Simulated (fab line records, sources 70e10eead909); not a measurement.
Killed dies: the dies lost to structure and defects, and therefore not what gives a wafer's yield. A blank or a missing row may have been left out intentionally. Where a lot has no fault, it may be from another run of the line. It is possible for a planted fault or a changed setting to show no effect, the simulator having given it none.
A lot that was struck, set against a sound lot || flow nand-harc || 17 steps out of a route of 1302
Sound: these wafers, L140.2, L140.3, L140.6. Struck: wafer L144.4. The cause comes at the end.
For every step that has rows: the tool of each side, followed by ch and its chambers, followed by its first start. Under that, the readings that differ: sound wafers || struck wafers || difference of the means || sigmas: that difference in standard deviations of wafers without a fault.
alike: a reading whose means differ by less than 2 such deviations, as well as words and numbers matching on both sides. not compared: withheld readings; readings where some wafer has no value; bounds like >300 that might hide an equal value; numbers whose values overlap and for which the record gives no deviation.
Wherever a step has rows on one side only, a row that says differs or no value, or a row with sigmas, the two part there. When numbers do not overlap yet have no deviation, they are printed without sigmas and do not part them. Lack of a reading on every wafer of one side parts them only where that side has two or more wafers.

NHARC_A_ZERO_WELL_ETCH_13: etches the open film in HBr/Cl2, target depth 120 nm, time 40.1 s.
  sound on rie-si-01 ch 0,1,2, day 11 03:16; struck on rie-si-01 ch 2, day 13 01:47
  alike: chamber-pressure-mTorr, drypump-motor-current-A, hbr-flow-sccm, oes-product-au, throttle-valve-pct
  not compared: rf-hours-counter-h
then, 4 steps without rows for these wafers: NHARC_A_ZERO_WELL_STRIP_14 (strips in SPM, time 900 s); NHARC_A_ZERO_WELL_IMPLANT_15; NHARC_A_ZERO_WELL_PRECLEAN_22 (cleans in SC1, time 60 s); NHARC_A_ZERO_WELL_SRD_23.
NHARC_A_ZERO_WELL_RTA_16: time 10 s.
  sound on rtp-anneal-01 ch 0, day 11 04:10; struck on rtp-anneal-02 ch 0, day 13 02:45
{"reading": "lamp-power-pct (%)", "sound": "25.4 25.4 25.4", "struck": 30.8, "difference": "+5.4", "sigmas": "+2"}
  alike: lamp_zone_7_pct, wafer_temp_C_max
NHARC_A_ZERO_WELL_INSPECT_17:
  sound on defect-inspect-01 at day 11 04:20; struck on defect-inspect-01 at day 13 02:52
  alike: raw-defect-count
then, 3 steps without rows for these wafers: NHARC_A_SOURCE_PLATE_PRECLEAN_00 (cleans in HF-LAST, time 60 s); NHARC_A_SOURCE_PLATE_SRD_01; NHARC_A_SOURCE_PLATE_OXIDE_02 (material SiO2, target thk 10 nm, ox time 1362 s).
NHARC_A_SOURCE_PLATE_THK_MEAS_09: measures by ellipsometry.
  sound on film-metro-01 at day 11 13:32; struck on film-metro-02 at day 13 10:11
  alike: thk-nm
NHARC_A_SOURCE_PLATE_PVD_04: deposits WSi2, target thk 50 nm.
  sound on pvd-sputter-03 at day 11 13:37; struck on pvd-sputter-03 at day 13 10:17
then, 2 steps without rows for these wafers: NHARC_A_SOURCE_PLATE_CVD_03 (deposits poly-Si, target thk 200 nm, time 4000 s); NHARC_A_SOURCE_PLATE_ANNEAL_05 (time 1800 s).
NHARC_A_SOURCE_PLATE_THK_MEAS_06: measures by ellipsometry.
  sound on film-metro-02 at day 12 01:59; struck on film-metro-01 at day 13 21:15
{"reading": "thk-nm (nm)", "sound": "199.9 204.1 203.3", "struck": 196.1, "difference": -6.3, "sigmas": -3}
NHARC_A_SOURCE_PLATE_INSPECT_08:
  sound on defect-inspect-02 at day 12 02:05; struck on defect-inspect-01 at day 13 21:29
{"reading": "raw-defect-count", "sound": "68 60 78", "struck": 476, "difference": "+407", "sigmas": "+17"}
  not compared: hold
-- the record jumps here: 17 days lie between the struck wafers' starts before and after (it left off in module A_SOURCE_PLATE and takes up again in module END, whose first step shown is number 1302 of the route) --
NHARC_END_SORT_01:
  sound on prober-02 ch 0, day 28 20:07; struck on prober-01 ch 0, day 31 07:22
{"reading": "killed-at-array", "sound": 85, "struck": 150, "difference": "+65", "sigmas": "+3"}
{"reading": "killed-dies", "sound": 88, "struck": 152, "difference": "+64", "sigmas": "+3"}
  alike: killed-at-other, killed-at-periphery, killed-open, killed-short

WHERE THEY PART
Last at NHARC_END_SORT_01 as far as this record goes, first at NHARC_A_ZERO_WELL_RTA_16.

WHY: the cause the simulator had injected
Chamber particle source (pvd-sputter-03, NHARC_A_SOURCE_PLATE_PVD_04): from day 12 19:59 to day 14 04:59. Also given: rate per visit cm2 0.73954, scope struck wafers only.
